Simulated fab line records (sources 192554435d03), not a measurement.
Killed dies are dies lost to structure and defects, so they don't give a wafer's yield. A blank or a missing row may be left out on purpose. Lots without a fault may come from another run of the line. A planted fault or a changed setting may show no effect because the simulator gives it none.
fab line records    flow n5-finfet
[record] lots = 7  wafers = 39
route steps=1938 shown WELL_APT@26 FIN_SAQP@138 SPACER0@260 GATE_CUT@510 BEOL_M0_SAQP@652 BEOL_M1@814 BEOL_M4@1086
start-h: the number of hours between the record's first day and the start of the first shown wafer of the lot    wait-h: hours since the lot's step before    " identical to the entry in the row above    L1.1+2: a single row standing in for several wafers    - value missing, or start not given    * or withheld: withheld    < > ~ a bound
route shown NAME@n: a module of which the file shows steps, and the number in the route of the first    usual: mean/standard deviation taken from wafers without a fault    same: alike in all rows    chamber/n: place in a boat    sites: per-site readings    _std_site: standard deviation across them    _edge_site: inner sites' mean taken away from outer sites' mean    radius-mm: how far each site lies from the wafer's centre    mask NAME#n: copy n    behind: the last tool/chamber to shape the wafer    hold: what put the lot on hold/how long, in hours/how the hold closed    device: whichever transistor did not switch (one of n, p or np)    end of line: the route-end tests of the same wafers    where a step has no rows: the recipe by itself    killed: dies lost to structure and defects at the first sort, not the wafer's yield    map: dies across one wafer; x = killed, . = not, _ = none there
set.NAME: the setting the step ran with; set.NAME@STEP: the setting that earlier step ran with    model.NAME: the simulator's own value behind a step, which no gauge read
lots with deliberately changed settings; one table per step, one row per wafer
[[steps]]
[step N5_WELL_APT_DEVELOP_07]
[recipe] develop-time-s = 45  rinse-liquid = surfactant-rinse  dry = air-spin  dev-temp-c = 21
[step N5_FIN_SAQP_SPACER2_ALD_28]
[recipe] material = SiO2  target-thk-a = 81  temp-c = 300  ald-precursor-family = BDEAS  ald-co-reactant = O2-plasma  pulse-time-s = 1  purge-time-s = 2  co-reactant-purge-time-s = 2  pressure-torr = 2
[step N5_SPACER0_ALD_08]
[recipe] material = SiNx  target-thk-a = 20  temp-c = 400  ald-precursor-family = SiH2I2  ald-co-reactant = N2/H2-plasma  pressure-torr = 2
[step N5_GATE_CUT_ALD_22]
[recipe] material = SiNx  target-thk-a = 160  temp-c = 400  ald-precursor-family = SiH2I2  ald-co-reactant = N2/H2-plasma  pulse-time-s = 1  ald-cycles = 320  purge-time-s = 2  co-reactant-purge-time-s = 2  pressure-torr = 2
[step N5_BEOL_M0_SAQP_DESCUM_19]
[recipe] chemistry = O2  time-s = 7.9  source-power-w = 50  bias-power-w = 20  pressure-mtorr = 20  rf-frequency-hz = 2.712e+07  temp-c = 40  resist = CAR-ArF  o2-flow-sccm = 225
[step N5_BEOL_M1_SPUTTER_48]
[recipe] material = Cu  target-thk-a = 45  temp-c = -20  chamber-pressure-pa = 0.07  power-w = withheld  time-s = 8.29
[step N5_BEOL_M4_SPUTTER_79]
[step N5_BEOL_M4_RC_MEAS_101]
[usual] DIBL_N = 37.3/2.3  DIBL_P = 37.4/2.9  REXT_N = 76.0/1.9  REXT_P = 100.4/2.3  VT_N = 248/4.1  VT_N_LVT = 98/4
lot.wafer  tool       chamber  start-h  wait-h  set.develop-time-s@WELL_APT_DEVELOP_07  set.target-thk-a@FIN_SAQP_SPACER2_ALD_28  set.target-thk-a@SPACER0_ALD_08  set.ald-cycles@GATE_CUT_ALD_22  set.time-s@BEOL_M0_SAQP_DESCUM_19  set.time-s@BEOL_M1_SPUTTER_48  set.time-s@BEOL_M4_SPUTTER_79  DIBL_N[mV/V]  DIBL_P[mV/V]  REXT_N[ohm.um]  REXT_P[ohm.um]  VT_N[mV]  VT_N_LVT[mV]
L075.1     prober-01  0        182.56   0.0     45                                      81                                        29.55                            320                             7.9                                8.29                           8.29                           32.9          34.2          86.2            114.4           254       104
L075.2     "          0        "        "       45                                      81                                        20                               501                             7.9                                8.29                           8.29                           35.3          35.3          75.1            102.7           255       102
L075.3     "          0        "        "       45                                      81                                        29.55                            501                             12.04                              8.29                           8.29                           35.4          36.3          84.9            112.6           252       101
L075.4     "          0        "        "       56.27                                   81                                        20                               501                             7.9                                8.29                           8.29                           36.2          35.5          74.9            101.0           251       99
L075.5     "          0        "        "       56.27                                   81                                        20                               320                             12.04                              8.29                           8.29                           37.5          37.9          74.3            100.4           246       99
L075.6     "          0        "        "       56.27                                   81                                        29.55                            320                             12.04                              8.29                           8.29                           34.4          35.4          85.0            116.6           255       101
L085.1     prober-02  0        236.47   0.0     45                                      101.1                                     26.18                            320                             7.9                                8.29                           8.29                           47.7          54.2          85.6            105.0           220       68
L085.2     "          0        "        "       45                                      81                                        20                               320                             7.9                                8.29                           8.29                           37.3          38.8          79.8            98.3            243       93
L085.3     "          0        "        "       45                                      101.1                                     26.18                            320                             10.08                              8.29                           8.29                           49.3          55.1          86.4            106.4           224       71
L085.4     "          0        "        "       45                                      81                                        20                               320                             10.08                              8.29                           8.29                           37.5          38.2          79.5            97.0            248       97
L085.5     "          0        "        "       45                                      101.1                                     20                               320                             10.08                              8.29                           8.29                           51.8          57.2          78.7            98.8            212       60
L085.6     "          0        "        "       45                                      81                                        26.18                            320                             7.9                                8.29                           8.29                           35.1          36.1          86.9            105.0           255       102
L091.1     prober-01  0        270.67   0.0     45                                      102                                       20                               320                             7.9                                4.9                            10.29                          48.2          52.4          73.5            98.5            222       70
L091.2     "          0        "        "       45                                      102                                       20                               320                             7.9                                8.29                           8.29                           51.5          57.5          74.7            99.5            217       67
L091.3     "          0        "        "       29.51                                   102                                       20                               320                             3.318                              4.9                            8.29                           50.5          56.6          74.5            97.0            217       67
L091.4     "          0        "        "       29.51                                   81                                        20                               320                             7.9                                4.9                            10.29                          36.5          37.6          72.6            96.6            248       97
L091.5     "          0        "        "       29.51                                   81                                        20                               320                             3.318                              8.29                           8.29                           37.0          37.9          75.3            100.1           248       99
L091.6     "          0        "        "       45                                      81                                        20                               320                             3.318                              8.29                           10.29                          37.4          38.9          71.7            97.8            245       95
L092.1     prober-01  0        274.23   0.0     45                                      81                                        20                               320                             7.9                                8.29                           8.29                           38.1          38.7          74.7            101.8           246       96
L092.4     "          0        "        "       45                                      81                                        20                               320                             7.9                                8.29                           8.29                           39.5          39.7          73.9            101.1           242       96
L092.5     "          0        "        "       45                                      81                                        20                               320                             7.9                                8.29                           8.29                           37.1          37.3          75.2            103.5           250       101
L094.1     prober-01  0        292.03   0.0     45                                      128.2                                     20                               260                             7.9                                4.604                          10.88                          68.0          79.3          74.3            100.7           177       27
L094.2     "          0        "        "       22.79                                   128.2                                     20                               320                             7.9                                8.29                           8.29                           70.9          82.9          75.2            99.5            173       23
L094.3     "          0        "        "       22.79                                   128.2                                     20                               260                             5.565                              8.29                           8.29                           70.5          83.0          75.4            100.5           173       24
L094.4     "          0        "        "       22.79                                   81                                        20                               320                             7.9                                4.604                          10.88                          36.2          35.8          74.5            100.9           252       100
L094.5     "          0        "        "       45                                      81                                        20                               320                             5.565                              8.29                           10.88                          38.8          39.9          75.7            101.8           248       97
L094.6     "          0        "        "       45                                      81                                        20                               260                             5.565                              4.604                          8.29                           39.7          41.2          74.6            100.1           245       94
L095.1     prober-02  0        295.73   0.0     45                                      37                                        31.29                            320                             11.32                              12.8                           8.29                           4.4           -5.1          90.9            116.1           322       170
L095.2     "          0        "        "       45                                      37                                        20                               221                             7.9                                8.29                           8.29                           12.8          4.2           79.1            98.4            309       158
L095.3     "          0        "        "       45                                      81                                        31.29                            221                             11.32                              12.8                           8.29                           29.8          29.8          93.3            115.4           265       114
L095.4     "          0        "        "       45                                      81                                        31.29                            320                             7.9                                8.29                           8.29                           33.0          33.0          88.9            116.4           255       105
L095.5     "          0        "        "       45                                      37                                        20                               221                             11.32                              8.29                           8.29                           8.3           -1.7          76.4            95.7            317       168
L095.6     "          0        "        "       45                                      81                                        20                               320                             7.9                                12.8                           8.29                           39.5          41.2          78.1            98.1            246       94
L096.1     prober-01  0        300.52   0.0     52.07                                   81                                        15.72                            320                             7.9                                11.25                          8.29                           38.0          37.9          69.7            93.8            249       100
L096.2     "          0        "        "       45                                      115.1                                     20                               320                             7.9                                8.29                           13.23                          59.9          66.8          73.4            97.4            203       52
L096.3     "          0        "        "       52.07                                   81                                        20                               470                             11.59                              11.25                          8.29                           38.5          39.3          74.5            98.6            247       98
L096.4     "          0        "        "       52.07                                   115.1                                     15.72                            470                             11.59                              8.29                           13.23                          62.6          72.5          71.2            93.1            191       42
L096.5     "          0        "        "       45                                      115.1                                     15.72                            320                             11.59                              11.25                          13.23                          58.3          66.2          68.8            92.4            203       54
L096.6     "          0        "        "       45                                      81                                        20                               470                             7.9                                8.29                           8.29                           37.6          38.3          74.8            99.1            247       99
[[key]]
[split] step = N5_WELL_APT_DEVELOP_07  setting = develop-time-s  stated-as = 45
response none clear
[split] step = N5_FIN_SAQP_SPACER2_ALD_28  setting = target-thk-a  stated-as = 81
[response] step = N5_BEOL_M4_RC_MEAS_101  reading = VT_N_LVT  slope = -1.22  per = 1%  together-with = all  explained = 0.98
[response] step = N5_BEOL_M4_RC_MEAS_101  reading = DIBL_N  slope = +0.529  per = 1%  together-with = all  explained = 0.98
[response] step = N5_BEOL_M4_RC_MEAS_101  reading = DIBL_P  slope = +0.716  per = 1%  together-with = all  explained = 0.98
[response] step = N5_BEOL_M4_RC_MEAS_101  reading = VT_N  slope = -1.22  per = 1%  together-with = all  explained = 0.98
[split] step = N5_SPACER0_ALD_08  setting = target-thk-a  stated-as = 20
[response] step = N5_BEOL_M4_RC_MEAS_101  reading = REXT_P  slope = +0.294  per = 1%  together-with = all  explained = 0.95
[response] step = N5_BEOL_M4_RC_MEAS_101  reading = REXT_N  slope = +0.224  per = 1%  together-with = all  explained = 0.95
[response] step = N5_BEOL_M4_RC_MEAS_101  reading = DIBL_N  slope = -0.0874  per = 1%  together-with = all  explained = 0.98
[split] step = N5_GATE_CUT_ALD_22  setting = ald-cycles  stated-as = 320
response none clear
[split] step = N5_BEOL_M0_SAQP_DESCUM_19  setting = time-s  stated-as = 7.9
response none clear
[split] step = N5_BEOL_M1_SPUTTER_48  setting = time-s  stated-as = 8.29
response none clear
[split] step = N5_BEOL_M4_SPUTTER_79  setting = time-s  stated-as = 8.29
response none clear
